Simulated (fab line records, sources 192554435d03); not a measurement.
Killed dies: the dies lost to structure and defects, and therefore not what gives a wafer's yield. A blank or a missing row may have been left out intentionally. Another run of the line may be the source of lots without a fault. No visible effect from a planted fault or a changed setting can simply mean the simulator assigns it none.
fab line records || flow n5_finfet || part 2 of 2: steps 21 to 25 of 25
record {"lots": 5, "wafers": 15, "last_day": 16}
route steps=1938 shown MOL_CONTACT_COAG@594
lots that met no fault: taken from a fault-free run of the same line
start_h: start of the lot's first displayed wafer, in hours after the record's first day || wait_h: time in hours since the lot's previous step || " same as the row above || L1.1+2: one row covering several wafers at once || - either no value or no given start || * or withheld: withheld || < > ~ a bound
route shown NAME@n: names a module that has steps shown in the file, with the first one's number in the route || usual: the fault-free wafers' mean and standard deviation || same: alike in all rows || chamber/n: place in a boat || sites: the reading at each site || _std_site: their standard deviation || _edge_site: outer sites' mean less inner sites' || radius_mm: how far each site lies from the wafer's centre || mask NAME#n: copy n || behind: the last tool/chamber to shape the wafer || hold: why the lot went on hold/how many hours it stayed there/how the hold came to an end || device: the transistor (n, p or np) that didn't switch || end of line: the same wafers' tests at the end of the route || a step with no rows: only its recipe || killed: the dies lost at the first sort to structure and to defects; this is not the yield of the wafer || map: shows each die of a wafer: x if killed, . if not, _ if none is there
set.NAME: the run value of the setting; set.NAME@STEP: its run value at that earlier step || model.NAME: the simulator's own value behind a step, which no gauge read
lots at some steps of the route; a table a step, a row a wafer
services: when a tool's chamber went out of use (start_h, in hours from the record's first day, below 0 if earlier), for how many hours, and the reason
## steps
# step N5_MOL_CONTACT_COAG_STRIP_120
# recipe {"chemistry": "CHF3", "resist": "SiARC", "rf_frequency_hz": 6e+07}
{"lot.wafer": "L075.3+5+6", "tool": "rie_diel-06", "chamber": "0,2,1", "start_h": 106.57, "wait_h": 0.0}
{"lot.wafer": "L076.3+5+6", "tool": "rie_diel-01", "chamber": "0,3,0", "start_h": 116.42, "wait_h": 0.0}
{"lot.wafer": "L082.1+3+4", "tool": "rie_diel-01", "chamber": "1,3,2", "start_h": 152.84, "wait_h": 0.0}
{"lot.wafer": "L089.2+4+5", "tool": "rie_diel-06", "chamber": "2,0,1", "start_h": 193.90, "wait_h": 0.0}
{"lot.wafer": "L090.2+4+6", "tool": "rie_diel-01", "chamber": "0,3,0", "start_h": 205.68, "wait_h": 0.0}
# step N5_MOL_CONTACT_COAG_VIA_ETCH_117
# recipe {"chemistry": "C4F6/O2", "target_depth_a": 400, "overetch_a": 80, "mask_material": "SOC", "target": "SiO2", "bias_w": 455, "pressure_mtorr": 10, "time_s": 26, "source_w": 325, "Ar_flow_sccm": 300, "C4F6_flow_sccm": 10, "O2_flow_sccm": 10, "ion_energy_ev": 575.3, "ends": "end_point"}
# usual {"bias_w": "454.9/1.3", "drypump_motor_current_A": "5.7/0.51", "oes_product_au": "0.71/0.082", "rf_vpp_V": "1576/10", "showerhead_plenum_p_Torr": "2.85/0.083", "throttle_valve_pct": "41.07/0.28"}
{"lot.wafer": "L075.3", "tool": "rie_diel-06", "chamber": 0, "start_h": 106.58, "wait_h": 0.0, "bias_w": 455.5, "drypump_motor_current_A": 5.5, "oes_product_au": 0.70, "rf_hours_counter_h": 116, "rf_vpp_V": 1592, "showerhead_plenum_p_Torr": 2.96, "throttle_valve_pct": 41.02}
{"lot.wafer": "L075.5", "tool": "rie_diel-06", "chamber": 2, "start_h": 106.58, "wait_h": 0.0, "bias_w": 453.5, "drypump_motor_current_A": 5.4, "oes_product_au": 0.63, "rf_hours_counter_h": "-", "rf_vpp_V": 1570, "showerhead_plenum_p_Torr": 2.81, "throttle_valve_pct": 41.30}
{"lot.wafer": "L075.6", "tool": "rie_diel-06", "chamber": 1, "start_h": 106.58, "wait_h": 0.0, "bias_w": 453.2, "drypump_motor_current_A": 5.4, "oes_product_au": 0.64, "rf_hours_counter_h": "-", "rf_vpp_V": 1561, "showerhead_plenum_p_Torr": 2.82, "throttle_valve_pct": 41.09}
{"lot.wafer": "L076.3", "tool": "rie_diel-01", "chamber": 0, "start_h": 116.43, "wait_h": 0.0, "bias_w": 455.5, "drypump_motor_current_A": 5.4, "oes_product_au": 0.63, "rf_hours_counter_h": 245, "rf_vpp_V": 1581, "showerhead_plenum_p_Torr": 2.92, "throttle_valve_pct": 41.64}
{"lot.wafer": "L076.5", "tool": "rie_diel-01", "chamber": 3, "start_h": 116.43, "wait_h": 0.0, "bias_w": 455.6, "drypump_motor_current_A": 5.8, "oes_product_au": 0.86, "rf_hours_counter_h": "-", "rf_vpp_V": 1569, "showerhead_plenum_p_Torr": 2.90, "throttle_valve_pct": 40.67}
{"lot.wafer": "L076.6", "tool": "rie_diel-01", "chamber": 0, "start_h": 116.43, "wait_h": 0.0, "bias_w": 454.2, "drypump_motor_current_A": 5.4, "oes_product_au": 0.63, "rf_hours_counter_h": "-", "rf_vpp_V": 1581, "showerhead_plenum_p_Torr": 2.92, "throttle_valve_pct": 41.65}
{"lot.wafer": "L082.1", "tool": "rie_diel-01", "chamber": 1, "start_h": 152.85, "wait_h": 0.0, "bias_w": 456.2, "drypump_motor_current_A": 4.9, "oes_product_au": 0.83, "rf_hours_counter_h": 13, "rf_vpp_V": 1561, "showerhead_plenum_p_Torr": 2.79, "throttle_valve_pct": 40.83}
{"lot.wafer": "L082.3", "tool": "rie_diel-01", "chamber": 3, "start_h": 152.85, "wait_h": 0.0, "bias_w": 455.3, "drypump_motor_current_A": 5.8, "oes_product_au": 0.82, "rf_hours_counter_h": 24, "rf_vpp_V": 1567, "showerhead_plenum_p_Torr": 2.89, "throttle_valve_pct": 40.70}
{"lot.wafer": "L082.4", "tool": "rie_diel-01", "chamber": 2, "start_h": 152.85, "wait_h": 0.0, "bias_w": 453.5, "drypump_motor_current_A": 5.5, "oes_product_au": 0.66, "rf_hours_counter_h": 166, "rf_vpp_V": 1587, "showerhead_plenum_p_Torr": 2.84, "throttle_valve_pct": 40.95}
{"lot.wafer": "L089.2", "tool": "rie_diel-06", "chamber": 2, "start_h": 193.91, "wait_h": 0.0, "bias_w": 453.2, "drypump_motor_current_A": 5.4, "oes_product_au": 0.84, "rf_hours_counter_h": 11, "rf_vpp_V": 1570, "showerhead_plenum_p_Torr": 2.80, "throttle_valve_pct": 41.03}
{"lot.wafer": "L089.4", "tool": "rie_diel-06", "chamber": 0, "start_h": 193.91, "wait_h": 0.0, "bias_w": 455.6, "drypump_motor_current_A": 5.5, "oes_product_au": 0.68, "rf_hours_counter_h": 146, "rf_vpp_V": 1590, "showerhead_plenum_p_Torr": 2.95, "throttle_valve_pct": 41.07}
{"lot.wafer": "L089.5", "tool": "rie_diel-06", "chamber": 1, "start_h": 193.91, "wait_h": 0.0, "bias_w": 455.9, "drypump_motor_current_A": 5.4, "oes_product_au": 0.62, "rf_hours_counter_h": "-", "rf_vpp_V": 1558, "showerhead_plenum_p_Torr": 2.80, "throttle_valve_pct": 41.12}
{"lot.wafer": "L090.2", "tool": "rie_diel-01", "chamber": 0, "start_h": 205.69, "wait_h": 0.0, "bias_w": 453.7, "drypump_motor_current_A": 5.4, "oes_product_au": 0.81, "rf_hours_counter_h": 19, "rf_vpp_V": 1581, "showerhead_plenum_p_Torr": 2.91, "throttle_valve_pct": 41.52}
{"lot.wafer": "L090.4", "tool": "rie_diel-01", "chamber": 3, "start_h": 205.69, "wait_h": 0.0, "bias_w": 454.4, "drypump_motor_current_A": 5.8, "oes_product_au": 0.79, "rf_hours_counter_h": 41, "rf_vpp_V": 1568, "showerhead_plenum_p_Torr": 2.88, "throttle_valve_pct": 40.70}
{"lot.wafer": "L090.6", "tool": "rie_diel-01", "chamber": 0, "start_h": 205.69, "wait_h": 0.0, "bias_w": 454.6, "drypump_motor_current_A": 5.4, "oes_product_au": 0.81, "rf_hours_counter_h": "-", "rf_vpp_V": 1583, "showerhead_plenum_p_Torr": 2.90, "throttle_valve_pct": 41.51}
# step N5_MOL_CONTACT_COAG_ETCH_124
# recipe {"chemistry": "CH3F/O2", "target": "SiNx", "target_depth_a": 65, "mask_material": "SOC", "stop_on": "SiOC", "over_etch_frac": 0.3, "ion_energy_ev": 120, "pressure_mtorr": 30, "source_w": 395, "bias_w": 73, "Ar_flow_sccm": 150, "CH3F_flow_sccm": 30, "O2_flow_sccm": 20, "ends": "end_point"}
# usual {"bias_w": "73.00/0.24", "drypump_motor_current_A": "5.7/0.5", "oes_product_au": "0.68/0.081", "rf_vpp_V": "295.4/2.1", "showerhead_plenum_p_Torr": "2.01/0.061", "throttle_valve_pct": "16.33/0.2"}
{"lot.wafer": "L075.3", "tool": "rie_diel-06", "chamber": 0, "start_h": 106.61, "wait_h": 0.0, "bias_w": 72.95, "drypump_motor_current_A": 5.5, "oes_product_au": 0.67, "rf_hours_counter_h": 116, "rf_vpp_V": 299.1, "showerhead_plenum_p_Torr": 2.09, "throttle_valve_pct": 16.41}
{"lot.wafer": "L075.5", "tool": "rie_diel-06", "chamber": 2, "start_h": 106.61, "wait_h": 0.0, "bias_w": 73.42, "drypump_motor_current_A": 5.4, "oes_product_au": 0.61, "rf_hours_counter_h": "-", "rf_vpp_V": 293.0, "showerhead_plenum_p_Torr": 1.98, "throttle_valve_pct": 16.60}
{"lot.wafer": "L075.6", "tool": "rie_diel-06", "chamber": 1, "start_h": 106.61, "wait_h": 0.0, "bias_w": 72.86, "drypump_motor_current_A": 5.3, "oes_product_au": 0.61, "rf_hours_counter_h": "-", "rf_vpp_V": 291.8, "showerhead_plenum_p_Torr": 1.98, "throttle_valve_pct": 16.37}
{"lot.wafer": "L076.3", "tool": "rie_diel-01", "chamber": 0, "start_h": 116.46, "wait_h": 0.0, "bias_w": 72.81, "drypump_motor_current_A": 5.3, "oes_product_au": 0.59, "rf_hours_counter_h": 245, "rf_vpp_V": 295.7, "showerhead_plenum_p_Torr": 2.06, "throttle_valve_pct": 16.88}
{"lot.wafer": "L076.5", "tool": "rie_diel-01", "chamber": 3, "start_h": 116.46, "wait_h": 0.0, "bias_w": 72.65, "drypump_motor_current_A": 5.8, "oes_product_au": 0.82, "rf_hours_counter_h": "-", "rf_vpp_V": 294.6, "showerhead_plenum_p_Torr": 2.04, "throttle_valve_pct": 16.10}
{"lot.wafer": "L076.6", "tool": "rie_diel-01", "chamber": 0, "start_h": 116.46, "wait_h": 0.0, "bias_w": 72.82, "drypump_motor_current_A": 5.3, "oes_product_au": 0.59, "rf_hours_counter_h": "-", "rf_vpp_V": 296.8, "showerhead_plenum_p_Torr": 2.06, "throttle_valve_pct": 16.87}
{"lot.wafer": "L082.1", "tool": "rie_diel-01", "chamber": 1, "start_h": 152.88, "wait_h": 0.0, "bias_w": 73.31, "drypump_motor_current_A": 4.8, "oes_product_au": 0.80, "rf_hours_counter_h": 13, "rf_vpp_V": 292.1, "showerhead_plenum_p_Torr": 1.96, "throttle_valve_pct": 15.96}
{"lot.wafer": "L082.3", "tool": "rie_diel-01", "chamber": 3, "start_h": 152.88, "wait_h": 0.0, "bias_w": 72.60, "drypump_motor_current_A": 5.8, "oes_product_au": 0.78, "rf_hours_counter_h": 24, "rf_vpp_V": 293.6, "showerhead_plenum_p_Torr": 2.04, "throttle_valve_pct": 16.15}
{"lot.wafer": "L082.4", "tool": "rie_diel-01", "chamber": 2, "start_h": 152.88, "wait_h": 0.0, "bias_w": 73.12, "drypump_motor_current_A": 5.5, "oes_product_au": 0.63, "rf_hours_counter_h": 166, "rf_vpp_V": 297.2, "showerhead_plenum_p_Torr": 2.00, "throttle_valve_pct": 16.22}
{"lot.wafer": "L089.2", "tool": "rie_diel-06", "chamber": 2, "start_h": 193.94, "wait_h": 0.0, "bias_w": 73.04, "drypump_motor_current_A": 5.4, "oes_product_au": 0.80, "rf_hours_counter_h": 11, "rf_vpp_V": 293.6, "showerhead_plenum_p_Torr": 1.97, "throttle_valve_pct": 16.16}
{"lot.wafer": "L089.4", "tool": "rie_diel-06", "chamber": 0, "start_h": 193.94, "wait_h": 0.0, "bias_w": 72.63, "drypump_motor_current_A": 5.5, "oes_product_au": 0.65, "rf_hours_counter_h": 146, "rf_vpp_V": 297.9, "showerhead_plenum_p_Torr": 2.08, "throttle_valve_pct": 16.46}
{"lot.wafer": "L089.5", "tool": "rie_diel-06", "chamber": 1, "start_h": 193.94, "wait_h": 0.0, "bias_w": 72.76, "drypump_motor_current_A": 5.3, "oes_product_au": 0.59, "rf_hours_counter_h": "-", "rf_vpp_V": 293.1, "showerhead_plenum_p_Torr": 1.97, "throttle_valve_pct": 16.45}
{"lot.wafer": "L090.2", "tool": "rie_diel-01", "chamber": 0, "start_h": 205.72, "wait_h": 0.0, "bias_w": 73.09, "drypump_motor_current_A": 5.3, "oes_product_au": 0.77, "rf_hours_counter_h": 19, "rf_vpp_V": 295.6, "showerhead_plenum_p_Torr": 2.05, "throttle_valve_pct": 16.44}
{"lot.wafer": "L090.4", "tool": "rie_diel-01", "chamber": 3, "start_h": 205.72, "wait_h": 0.0, "bias_w": 72.91, "drypump_motor_current_A": 5.8, "oes_product_au": 0.76, "rf_hours_counter_h": 41, "rf_vpp_V": 293.9, "showerhead_plenum_p_Torr": 2.03, "throttle_valve_pct": 16.16}
{"lot.wafer": "L090.6", "tool": "rie_diel-01", "chamber": 0, "start_h": 205.72, "wait_h": 0.0, "bias_w": 72.97, "drypump_motor_current_A": 5.3, "oes_product_au": 0.77, "rf_hours_counter_h": "-", "rf_vpp_V": 296.9, "showerhead_plenum_p_Torr": 2.05, "throttle_valve_pct": 16.45}
# step N5_MOL_CONTACT_COAG_ETCH_48
# recipe {"chemistry": "C4F6/O2", "target_depth_a": 150, "overetch_a": 45, "mask_material": "SOC", "target": "SiOC", "bias_w": 465, "pressure_mtorr": 10, "time_s": 17, "source_w": 335, "Ar_flow_sccm": 300, "C4F6_flow_sccm": 10, "O2_flow_sccm": 10, "ion_energy_ev": 576}
# usual {"bias_w": "465.0/1.4", "drypump_motor_current_A": "5.7/0.51", "oes_product_au": "0.67/0.082", "rf_vpp_V": "1578/10", "showerhead_plenum_p_Torr": "2.85/0.083", "throttle_valve_pct": "40.62/0.27"}
{"lot.wafer": "L075.3", "tool": "rie_diel-06", "chamber": 0, "start_h": 106.65, "wait_h": 0.0, "bias_w": 464.9, "drypump_motor_current_A": 5.5, "oes_product_au": 0.67, "rf_hours_counter_h": 116, "rf_vpp_V": 1594, "showerhead_plenum_p_Torr": 2.96, "throttle_valve_pct": 40.59}
{"lot.wafer": "L075.5", "tool": "rie_diel-06", "chamber": 2, "start_h": 106.65, "wait_h": 0.0, "bias_w": 465.1, "drypump_motor_current_A": 5.4, "oes_product_au": 0.61, "rf_hours_counter_h": "-", "rf_vpp_V": 1570, "showerhead_plenum_p_Torr": 2.81, "throttle_valve_pct": 40.87}
{"lot.wafer": "L075.6", "tool": "rie_diel-06", "chamber": 1, "start_h": 106.65, "wait_h": 0.0, "bias_w": 463.5, "drypump_motor_current_A": 5.4, "oes_product_au": 0.63, "rf_hours_counter_h": "-", "rf_vpp_V": 1561, "showerhead_plenum_p_Torr": 2.82, "throttle_valve_pct": 40.65}
{"lot.wafer": "L076.3", "tool": "rie_diel-01", "chamber": 0, "start_h": 116.50, "wait_h": 0.0, "bias_w": 465.3, "drypump_motor_current_A": 5.4, "oes_product_au": 0.62, "rf_hours_counter_h": 245, "rf_vpp_V": 1584, "showerhead_plenum_p_Torr": 2.92, "throttle_valve_pct": 41.20}
{"lot.wafer": "L076.5", "tool": "rie_diel-01", "chamber": 3, "start_h": 116.50, "wait_h": 0.0, "bias_w": 463.7, "drypump_motor_current_A": 5.8, "oes_product_au": 0.82, "rf_hours_counter_h": "-", "rf_vpp_V": 1571, "showerhead_plenum_p_Torr": 2.90, "throttle_valve_pct": 40.24}
{"lot.wafer": "L076.6", "tool": "rie_diel-01", "chamber": 0, "start_h": 116.50, "wait_h": 0.0, "bias_w": 465.2, "drypump_motor_current_A": 5.4, "oes_product_au": 0.59, "rf_hours_counter_h": "-", "rf_vpp_V": 1584, "showerhead_plenum_p_Torr": 2.92, "throttle_valve_pct": 41.19}
{"lot.wafer": "L082.1", "tool": "rie_diel-01", "chamber": 1, "start_h": 152.92, "wait_h": 0.0, "bias_w": 465.1, "drypump_motor_current_A": 4.8, "oes_product_au": 0.78, "rf_hours_counter_h": 13, "rf_vpp_V": 1564, "showerhead_plenum_p_Torr": 2.79, "throttle_valve_pct": 40.36}
{"lot.wafer": "L082.3", "tool": "rie_diel-01", "chamber": 3, "start_h": 152.92, "wait_h": 0.0, "bias_w": 468.4, "drypump_motor_current_A": 5.8, "oes_product_au": 0.79, "rf_hours_counter_h": 24, "rf_vpp_V": 1570, "showerhead_plenum_p_Torr": 2.89, "throttle_valve_pct": 40.25}
{"lot.wafer": "L082.4", "tool": "rie_diel-01", "chamber": 2, "start_h": 152.92, "wait_h": 0.0, "bias_w": 463.1, "drypump_motor_current_A": 5.5, "oes_product_au": 0.65, "rf_hours_counter_h": 166, "rf_vpp_V": 1590, "showerhead_plenum_p_Torr": 2.84, "throttle_valve_pct": 40.49}
{"lot.wafer": "L089.2", "tool": "rie_diel-06", "chamber": 2, "start_h": 193.98, "wait_h": 0.0, "bias_w": 465.9, "drypump_motor_current_A": 5.4, "oes_product_au": 0.78, "rf_hours_counter_h": 11, "rf_vpp_V": 1570, "showerhead_plenum_p_Torr": 2.80, "throttle_valve_pct": 40.58}
{"lot.wafer": "L089.4", "tool": "rie_diel-06", "chamber": 0, "start_h": 193.98, "wait_h": 0.0, "bias_w": 466.6, "drypump_motor_current_A": 5.5, "oes_product_au": 0.64, "rf_hours_counter_h": 146, "rf_vpp_V": 1592, "showerhead_plenum_p_Torr": 2.95, "throttle_valve_pct": 40.62}
{"lot.wafer": "L089.5", "tool": "rie_diel-06", "chamber": 1, "start_h": 193.98, "wait_h": 0.0, "bias_w": 464.6, "drypump_motor_current_A": 5.4, "oes_product_au": 0.55, "rf_hours_counter_h": "-", "rf_vpp_V": 1560, "showerhead_plenum_p_Torr": 2.80, "throttle_valve_pct": 40.65}
{"lot.wafer": "L090.2", "tool": "rie_diel-01", "chamber": 0, "start_h": 205.76, "wait_h": 0.0, "bias_w": 466.1, "drypump_motor_current_A": 5.4, "oes_product_au": 0.78, "rf_hours_counter_h": 20, "rf_vpp_V": 1584, "showerhead_plenum_p_Torr": 2.90, "throttle_valve_pct": 41.07}
{"lot.wafer": "L090.4", "tool": "rie_diel-01", "chamber": 3, "start_h": 205.76, "wait_h": 0.0, "bias_w": 466.3, "drypump_motor_current_A": 5.8, "oes_product_au": 0.77, "rf_hours_counter_h": 41, "rf_vpp_V": 1569, "showerhead_plenum_p_Torr": 2.88, "throttle_valve_pct": 40.28}
{"lot.wafer": "L090.6", "tool": "rie_diel-01", "chamber": 0, "start_h": 205.76, "wait_h": 0.0, "bias_w": 464.0, "drypump_motor_current_A": 5.4, "oes_product_au": 0.80, "rf_hours_counter_h": "-", "rf_vpp_V": 1582, "showerhead_plenum_p_Torr": 2.90, "throttle_valve_pct": 41.05}
# step N5_MOL_CONTACT_COAG_STRIP_72
# recipe {"chemistry": "N2/H2", "power_w": 450, "temp_c": 40, "pressure_mtorr": 20, "rf_frequency_hz": 6e+07, "overash_fraction": 3, "bias_power_w": 7, "h2_frac": 0.5, "n2_flow_sccm": 200, "h2_flow_sccm": 200}
# usual {"bias_power_w": "7.001/0.022", "drypump_motor_current_A": "5.7/0.5", "oes_product_au": "0.80/0.1", "rf_vpp_V": "59.3/2.1", "showerhead_plenum_p_Torr": "2.55/0.081", "temp_c": "40.00/0.11", "throttle_valve_pct": "23.65/0.22"}
{"lot.wafer": "L075.3", "tool": "rie_diel-06", "chamber": 0, "start_h": 106.70, "wait_h": 0.0, "bias_power_w": 7.025, "drypump_motor_current_A": 5.5, "oes_product_au": 0.78, "rf_hours_counter_h": 116, "rf_vpp_V": 59.7, "showerhead_plenum_p_Torr": 2.66, "temp_c": 40.04, "throttle_valve_pct": 23.69}
{"lot.wafer": "L075.5", "tool": "rie_diel-06", "chamber": 2, "start_h": 106.70, "wait_h": 0.0, "bias_power_w": 7.021, "drypump_motor_current_A": 5.3, "oes_product_au": 0.71, "rf_hours_counter_h": "-", "rf_vpp_V": 56.7, "showerhead_plenum_p_Torr": 2.51, "temp_c": 40.10, "throttle_valve_pct": 23.69}
{"lot.wafer": "L075.6", "tool": "rie_diel-06", "chamber": 1, "start_h": 106.70, "wait_h": 0.0, "bias_power_w": 6.967, "drypump_motor_current_A": 5.3, "oes_product_au": 0.70, "rf_hours_counter_h": "-", "rf_vpp_V": 59.0, "showerhead_plenum_p_Torr": 2.52, "temp_c": 40.05, "throttle_valve_pct": 23.61}
{"lot.wafer": "L076.3", "tool": "rie_diel-01", "chamber": 0, "start_h": 116.55, "wait_h": 0.0, "bias_power_w": 7.025, "drypump_motor_current_A": 5.4, "oes_product_au": 0.67, "rf_hours_counter_h": 245, "rf_vpp_V": 62.5, "showerhead_plenum_p_Torr": 2.62, "temp_c": 39.96, "throttle_valve_pct": 24.23}
{"lot.wafer": "L076.5", "tool": "rie_diel-01", "chamber": 3, "start_h": 116.55, "wait_h": 0.0, "bias_power_w": 6.979, "drypump_motor_current_A": 5.8, "oes_product_au": 0.96, "rf_hours_counter_h": "-", "rf_vpp_V": 59.4, "showerhead_plenum_p_Torr": 2.61, "temp_c": 40.02, "throttle_valve_pct": 23.39}
{"lot.wafer": "L076.6", "tool": "rie_diel-01", "chamber": 0, "start_h": 116.55, "wait_h": 0.0, "bias_power_w": 7.044, "drypump_motor_current_A": 5.4, "oes_product_au": 0.70, "rf_hours_counter_h": "-", "rf_vpp_V": 57.9, "showerhead_plenum_p_Torr": 2.62, "temp_c": 39.86, "throttle_valve_pct": 24.25}
{"lot.wafer": "L082.1", "tool": "rie_diel-01", "chamber": 1, "start_h": 152.97, "wait_h": 0.0, "bias_power_w": 7.001, "drypump_motor_current_A": 4.8, "oes_product_au": 0.94, "rf_hours_counter_h": 13, "rf_vpp_V": 60.9, "showerhead_plenum_p_Torr": 2.49, "temp_c": 40.07, "throttle_valve_pct": 23.37}
{"lot.wafer": "L082.3", "tool": "rie_diel-01", "chamber": 3, "start_h": 152.97, "wait_h": 0.0, "bias_power_w": 7.009, "drypump_motor_current_A": 5.8, "oes_product_au": 0.94, "rf_hours_counter_h": 24, "rf_vpp_V": 60.9, "showerhead_plenum_p_Torr": 2.60, "temp_c": 39.92, "throttle_valve_pct": 23.46}
{"lot.wafer": "L082.4", "tool": "rie_diel-01", "chamber": 2, "start_h": 152.97, "wait_h": 0.0, "bias_power_w": 7.000, "drypump_motor_current_A": 5.5, "oes_product_au": 0.74, "rf_hours_counter_h": 166, "rf_vpp_V": 59.2, "showerhead_plenum_p_Torr": 2.53, "temp_c": 39.89, "throttle_valve_pct": 23.51}
{"lot.wafer": "L089.2", "tool": "rie_diel-06", "chamber": 2, "start_h": 194.03, "wait_h": 0.0, "bias_power_w": 7.000, "drypump_motor_current_A": 5.4, "oes_product_au": 0.93, "rf_hours_counter_h": 11, "rf_vpp_V": 61.5, "showerhead_plenum_p_Torr": 2.49, "temp_c": 40.01, "throttle_valve_pct": 23.39}
{"lot.wafer": "L089.4", "tool": "rie_diel-06", "chamber": 0, "start_h": 194.03, "wait_h": 0.0, "bias_power_w": 6.994, "drypump_motor_current_A": 5.5, "oes_product_au": 0.74, "rf_hours_counter_h": 146, "rf_vpp_V": 60.6, "showerhead_plenum_p_Torr": 2.65, "temp_c": 39.89, "throttle_valve_pct": 23.72}
{"lot.wafer": "L089.5", "tool": "rie_diel-06", "chamber": 1, "start_h": 194.03, "wait_h": 0.0, "bias_power_w": 6.997, "drypump_motor_current_A": 5.3, "oes_product_au": 0.68, "rf_hours_counter_h": "-", "rf_vpp_V": 57.1, "showerhead_plenum_p_Torr": 2.50, "temp_c": 40.02, "throttle_valve_pct": 23.66}
{"lot.wafer": "L090.2", "tool": "rie_diel-01", "chamber": 0, "start_h": 205.81, "wait_h": 0.0, "bias_power_w": 6.984, "drypump_motor_current_A": 5.4, "oes_product_au": 0.94, "rf_hours_counter_h": 20, "rf_vpp_V": 58.3, "showerhead_plenum_p_Torr": 2.61, "temp_c": 40.03, "throttle_valve_pct": 23.94}
{"lot.wafer": "L090.4", "tool": "rie_diel-01", "chamber": 3, "start_h": 205.81, "wait_h": 0.0, "bias_power_w": 6.987, "drypump_motor_current_A": 5.8, "oes_product_au": 0.87, "rf_hours_counter_h": 41, "rf_vpp_V": 62.7, "showerhead_plenum_p_Torr": 2.59, "temp_c": 40.14, "throttle_valve_pct": 23.48}
{"lot.wafer": "L090.6", "tool": "rie_diel-01", "chamber": 0, "start_h": 205.81, "wait_h": 0.0, "bias_power_w": 6.949, "drypump_motor_current_A": 5.4, "oes_product_au": 0.92, "rf_hours_counter_h": "-", "rf_vpp_V": 58.5, "showerhead_plenum_p_Torr": 2.60, "temp_c": 40.02, "throttle_valve_pct": 23.95}
## services
{"tool": "ald_sin-01", "chamber": "-", "start_h": 86.21, "hours": 14.0, "kind": "pm"}
{"tool": "rie_diel-01", "chamber": 1, "start_h": 86.89, "hours": 2.2, "kind": "repair"}
{"tool": "rie_diel-06", "chamber": 3, "start_h": 95.74, "hours": 5.3, "kind": "repair"}
{"tool": "rie_diel-06", "chamber": 1, "start_h": 102.17, "hours": 2.4, "kind": "repair"}
{"tool": "rie_diel-01", "chamber": "-", "start_h": 104.58, "hours": 0.5, "kind": "repair"}
{"tool": "rie_diel-01", "chamber": 1, "start_h": 107.44, "hours": "-", "kind": "clean"}
{"tool": "rie_diel-01", "chamber": 1, "start_h": 107.44, "hours": "-", "kind": "consumable_replace:focus_ring"}
{"tool": "rie_diel-01", "chamber": 1, "start_h": 107.44, "hours": 16.2, "kind": "scheduled_down"}
{"tool": "rie_diel-01", "chamber": 1, "start_h": 107.44, "hours": 16.2, "kind": "vent_cycle"}
{"tool": "euv_scanner-02", "chamber": "-", "start_h": 108.96, "hours": 1.0, "kind": "pm"}
{"tool": "euv_scanner-02", "chamber": "-", "start_h": 109.97, "hours": 4.6, "kind": "pm"}
{"tool": "euv_scanner-01", "chamber": "-", "start_h": 114.57, "hours": 1.0, "kind": "pm"}
{"tool": "euv_scanner-01", "chamber": "-", "start_h": 115.58, "hours": 4.6, "kind": "pm"}
{"tool": "rie_diel-06", "chamber": 0, "start_h": 118.56, "hours": 6.0, "kind": "repair"}
{"tool": "rie_diel-01", "chamber": 0, "start_h": 128.57, "hours": "-", "kind": "clean"}
{"tool": "rie_diel-01", "chamber": 0, "start_h": 128.57, "hours": "-", "kind": "consumable_replace:focus_ring"}
{"tool": "rie_diel-01", "chamber": 0, "start_h": 128.57, "hours": 21.9, "kind": "scheduled_down"}
{"tool": "rie_diel-01", "chamber": 0, "start_h": 128.57, "hours": 21.9, "kind": "vent_cycle"}
{"tool": "ald_sin-03", "chamber": 2, "start_h": 148.19, "hours": 5.8, "kind": "repair"}
{"tool": "euv_scanner-02", "chamber": "-", "start_h": 156.81, "hours": 1.0, "kind": "pm"}
{"tool": "euv_scanner-01", "chamber": "-", "start_h": 163.74, "hours": 1.0, "kind": "pm"}
{"tool": "ald_sin-03", "chamber": "-", "start_h": 176.83, "hours": 14.0, "kind": "pm"}
{"tool": "euv_scanner-01", "chamber": "-", "start_h": 187.82, "hours": 0.5, "kind": "repair"}
{"tool": "ald_sin-01", "chamber": 2, "start_h": 195.18, "hours": 7.2, "kind": "repair"}
